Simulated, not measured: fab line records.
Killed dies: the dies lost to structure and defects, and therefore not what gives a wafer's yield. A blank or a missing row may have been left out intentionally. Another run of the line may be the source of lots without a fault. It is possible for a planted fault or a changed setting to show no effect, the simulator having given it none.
Chamber matching | flow n5_finfet | 4 sister chambers for N5_GATE_CUT_CMP_02 on cmp-01
The step polishes, stops on SiO2, t overpolish 12.7 s, target thk 0 nm. 8 wafers are shown with their chamber, then 8 later ones without.

## EACH WAFER AND ITS CHAMBER
wafer  | chamber | motor_current_A (A) | time_to_endpoint_s (s)
L082.3 | 0       | 9.7                 | 28.2
L085.4 | 1       | 9.5                 | 25.2
L085.5 | 3       | 8.8                 | 27.8
L085.6 | 0       | 9.2                 | 26.8
L086.2 | 1       | 9.4                 | 24.9
L086.4 | 2       | 11.2                | 28.2
L086.5 | 3       | 9.1                 | 24.6
L091.2 | 2       | 11.0                | 31.0

## WAFERS WITH NO CHAMBER GIVEN
wafer  | motor_current_A (A) | time_to_endpoint_s (s)
L091.4 | 8.4                 | 28.5
L091.5 | 8.4                 | 26.7
L095.1 | 10.9                | 29.7
L095.3 | 9.5                 | 24.9
L095.5 | 9.3                 | 23.9
L096.1 | 11.3                | 29.5
L096.2 | 9.4                 | 25.4
L096.5 | 8.7                 | 26.7

## WHICH CHAMBER EACH ONE RAN IN
wafer  | from the rows above          | in truth
L091.4 | can't be placed: 3 or 0      | 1
L091.5 | 3                            | 3
L095.1 | 2                            | 2
L095.3 | can't be placed: 1 or 0      | 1
L095.5 | can't be placed: 1 or 3 or 0 | 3
L096.1 | 2                            | 2
L096.2 | can't be placed: 1 or 0 or 3 | 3
L096.5 | 3                            | 3
Correct placement for 4 of the 8. These rows do not allow placing 4 (true chamber among the candidates in 3). Number placed wrongly: 0.
How it was worked out, from the rows above alone: a wafer's distance from a chamber is the root of the sum, over the readings, of the square of ((its reading less the chamber's mean) divided by the reading's scatter). If the next closest chamber is less than 2 further off than the closest, the wafer can't be placed; otherwise it belongs to the closest. A chamber's mean is the mean of its shown wafers. The scatter: take each reading less its chamber's mean, square it, sum over the shown wafers, divide by the number of wafers less the number of chambers, and take the root.
